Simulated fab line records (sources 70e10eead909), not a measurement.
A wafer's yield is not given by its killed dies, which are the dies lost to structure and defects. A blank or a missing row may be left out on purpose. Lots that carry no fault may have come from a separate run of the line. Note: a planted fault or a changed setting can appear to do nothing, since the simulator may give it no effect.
Struck lot and sound lot, side by side -- flow nand harc -- 39 steps out of a route of 1302
Sound: wafers L926.2, L926.5, L926.6. Struck: wafer L935.1. (L935.2, L935.3 of the same lot were not struck and are left out.) The cause comes at the end.
Each step with rows lists, per side, the tool, then ch with its chambers, then its first start. Under that, the readings that differ: sound wafers -- struck wafers -- difference of the means -- sigmas: that difference in standard deviations of wafers without a fault.
alike: same words and numbers on both sides, and readings whose means sit less than 2 such deviations apart. not compared: any withheld reading, any reading some wafer has no value for, any bound like >300 that may hide the same value, and any number with overlapping values for which the record gives no deviation.
The two part at a step that has a row with sigmas, a row that says differs or no value, or rows on one side only. Numbers that don't overlap but have no deviation are shown without sigmas and don't part them. A reading that every wafer of one side lacks parts them only if that side has two wafers or more.

first, 10 steps without rows for these wafers: NHARC_A_CHANNEL_HOLE_D2_DEP_00 (deposits aC, target thk 3100 nm); NHARC_A_CHANNEL_HOLE_D2_DEP_01 (deposits SiON, target thk 140 nm); NHARC_A_CHANNEL_HOLE_D2_DEHYDRATE_02 (time 120 s); NHARC_A_CHANNEL_HOLE_D2_HMDS_03 (time 30 s); NHARC_A_CHANNEL_HOLE_D2_COAT_36 (time 75 s); NHARC_A_CHANNEL_HOLE_D2_COAT_37 (time 65 s); NHARC_A_CHANNEL_HOLE_D2_COAT_04 (resist thk 90 nm); NHARC_A_CHANNEL_HOLE_D2_SOFTBAKE_05 (time 55 s); NHARC_A_CHANNEL_HOLE_D2_EBR_06; NHARC_A_CHANNEL_HOLE_D2_EXPOSE_07 (exposes mask HOLE D2, target cd 100 nm).
NHARC_A_CHANNEL_HOLE_D2_PEB_08: peb time 65 s.
  sound on litho track-06 ch 0, day 14 10:01; struck on litho track-06 ch 0, day 18 01:13
reading,sound,struck,difference,sigmas
heater power total W (W),156.4 156.9 157.0,188.6,+31.8,+78
then, 1 step without rows for these wafers: NHARC_A_CHANNEL_HOLE_D2_DEVELOP_09 (develop time 35 s).
NHARC_A_CHANNEL_HOLE_D2_CD_MEAS_10: target cd 100 nm.
  sound on cd sem-01 ch 0, day 14 10:05; struck on cd sem-03 ch 0
reading,sound,struck,difference,sigmas
cd nm (nm),99.2 100.0 99.8,89.8,-9.9,-20
  not compared: hold
NHARC_A_CHANNEL_HOLE_D2_OVL_MEAS_11:
  sound on overlay-01 at day 14 10:11; struck on overlay-02 at day 18 03:40
reading,sound,struck,difference,sigmas
hold,- - -,await dispo/2.1h/release,no value on the sound wafers,
  alike: overlay x nm, overlay y nm
NHARC_A_CHANNEL_HOLE_D2_DESCUM_15: chemistry O2, time 3 s.
  sound on rie diel-04 ch 0,1,2, day 14 10:17; struck on rie diel-08 ch 3, day 18 03:47
reading,sound,struck,difference,sigmas
model.A_CHANNEL_HOLE_D2.cd nm (nm),99.56 99.74 100.4,90.85,-9.05,
  alike: drypump motor current A, oes product au, rf vpp V, showerhead plenum p Torr, throttle valve pct
  not compared: rf hours counter h
then, 4 steps without rows for these wafers: NHARC_A_CHANNEL_HOLE_D2_ETCH_38 (etches the open film in CF4, target depth 39 nm, time 65 s); NHARC_A_CHANNEL_HOLE_D2_ETCH_39 (etches the open film in N2/H2, target depth 260 nm, time 325 s); NHARC_A_CHANNEL_HOLE_D2_ETCH_34 (etches the open film in CF4/CHF3, target depth 154 nm, time 77 s); NHARC_A_CHANNEL_HOLE_D2_ETCH_16 (etches the open film in O2/COS, target depth 3100 nm, time 806 s).
NHARC_A_CHANNEL_HOLE_D2_CD_MEAS_18:
  sound on cd sem-01 at day 14 11:23; struck on cd sem-02 at day 18 05:04
reading,sound,struck,difference,sigmas
cd nm (nm),95.1 95.8 97.9,86.4,-9.9,-4
  not compared: hold
then, 11 steps without rows for these wafers: NHARC_A_CHANNEL_HOLE_D2_ETCH_20 (etches the open film in C4F8/O2/Ar, time 361.9 s, target depth 1600 nm); NHARC_A_CHANNEL_HOLE_D2_ETCH_21 (etches the open film in C4F8/O2/Ar, time 514.3 s, target depth 1600 nm); NHARC_A_CHANNEL_HOLE_D2_ETCH_22 (etches the open film in C4F8/O2/Ar, time 666.7 s, target depth 1600 nm); NHARC_A_CHANNEL_HOLE_D2_ETCH_23 (etches the open film in C4F8/O2/Ar, time 819 s, target depth 1600 nm); NHARC_A_CHANNEL_HOLE_D2_ETCH_24 (etches the open film in C4F8/O2/Ar, time 906.2 s, target depth 1500 nm); NHARC_A_CHANNEL_HOLE_D2_ETCH_25 (etches the open film in C4F8/O2/Ar, time 1040.2 s, target depth 1500 nm); NHARC_A_CHANNEL_HOLE_D2_ETCH_26 (etches the open film in C4F8/O2/Ar, time 224.1 s, target depth 300 nm); NHARC_A_CHANNEL_HOLE_D2_ETCH_27 (etches the open film in C4F8/O2/Ar, time 90 s, target depth 400 nm); NHARC_A_CHANNEL_HOLE_D2_STRIP_41 (strips in N2/H2); NHARC_A_CHANNEL_HOLE_D2_STRIP_42 (strips in CF4/CHF3); NHARC_A_CHANNEL_HOLE_D2_STRIP_43 (strips in O2/COS).
NHARC_A_CHANNEL_HOLE_D2_ETCH_44: etches the open film in CF4/O2, target depth 140 nm, overetch 14 nm, time 77 s.
  sound on rie diel-04 ch 0,1,3, day 14 16:13; struck on rie diel-09 ch 3, day 18 16:40
reading,sound,struck,difference,sigmas
model.A_CHANNEL_HOLE_D2.cd nm (nm),88.54 90.78 88.88,79.53,-9.87,
  alike: drypump motor current A, oes product au, rf vpp V, showerhead plenum p Torr, throttle valve pct
  not compared: rf hours counter h
then, 3 steps without rows for these wafers: NHARC_A_CHANNEL_HOLE_D2_STRIP_28 (strips in O2); NHARC_A_CHANNEL_HOLE_D2_PRECLEAN_29 (cleans in SC1); NHARC_A_CHANNEL_HOLE_D2_SRD_30.
NHARC_A_CHANNEL_HOLE_D2_CD_MEAS_31:
  sound on cd sem-03 at day 14 16:59; struck on cd sem-02 at day 18 17:39
reading,sound,struck,difference,sigmas
cd nm (nm),88.3 89.8 89.2,79.6,-9.5,-7
  not compared: hold
NHARC_A_CHANNEL_HOLE_D2_XSEM_32:
  sound on xsem-01 ch 0, day 14 17:05; struck on xsem-02 ch 0, day 18 20:19
reading,sound,struck,difference,sigmas
hold,- - -,await dispo/2.6h/release,no value on the sound wafers,
bot cd nm (nm),73.3 74.8 73.7,64.9,-9.0,-6
tilt deg (degrees),0.08 0.09 0.09,-0.02,-0.11,-3
  alike: bow nm
-- break in the record here, with 10 days between the starts of the struck wafers on either side (left off in module A_CHANNEL_HOLE_D2, picked up again in module END, where the first step shown is number 1301 on the route) --
NHARC_END_WLT_00:
  sound on prober-02 at day 25 07:59; struck on prober-01 at day 28 20:58
reading,sound,struck,difference,sigmas
VT_DECK2_BOTTOM,0.873 0.869 0.871,0.842,-0.029,-4
VT_DECK2_BOTTOM_INNER,0.869 0.874 0.868,0.842,-0.028,-4
VT_DECK2_MEDIAN_NEAR_BOTTOM,0.865 0.870 0.874,0.836,-0.034,-4
VT_DECK2_MEDIAN_NEAR_BOTTOM_INNER,0.869 0.877 0.870,0.839,-0.033,-4
VT_DECK2_MIDDLE,0.874 0.881 0.893,0.860,-0.023,-4
VT_DECK2_MIDDLE_INNER,0.884 0.882 0.889,0.848,-0.037,-6
VT_DECK2_TOP,0.900 0.895 0.899,0.873,-0.025,-4
VT_DECK2_TOP_INNER,0.898 0.898 0.895,0.869,-0.028,-4
  alike: VT_DECK1_BOTTOM, VT_DECK1_BOTTOM_INNER, VT_DECK1_MEDIAN_NEAR_BOTTOM, VT_DECK1_MEDIAN_NEAR_BOTTOM_INNER, VT_DECK1_MIDDLE, VT_DECK1_MIDDLE_INNER, VT_DECK1_TOP, VT_DECK1_TOP_INNER
NHARC_END_SORT_01:
  here the record holds rows for the struck wafers (prober-01 ch 0, day 28 23:58) but none for the sound ones

WHERE THEY PART
Last at NHARC_END_SORT_01 as far as this record goes, first at NHARC_A_CHANNEL_HOLE_D2_PEB_08.

WHY: whatever the simulator had introduced
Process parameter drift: litho track-06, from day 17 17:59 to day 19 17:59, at NHARC_A_CHANNEL_HOLE_D2_PEB_08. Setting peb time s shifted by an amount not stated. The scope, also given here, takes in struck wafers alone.
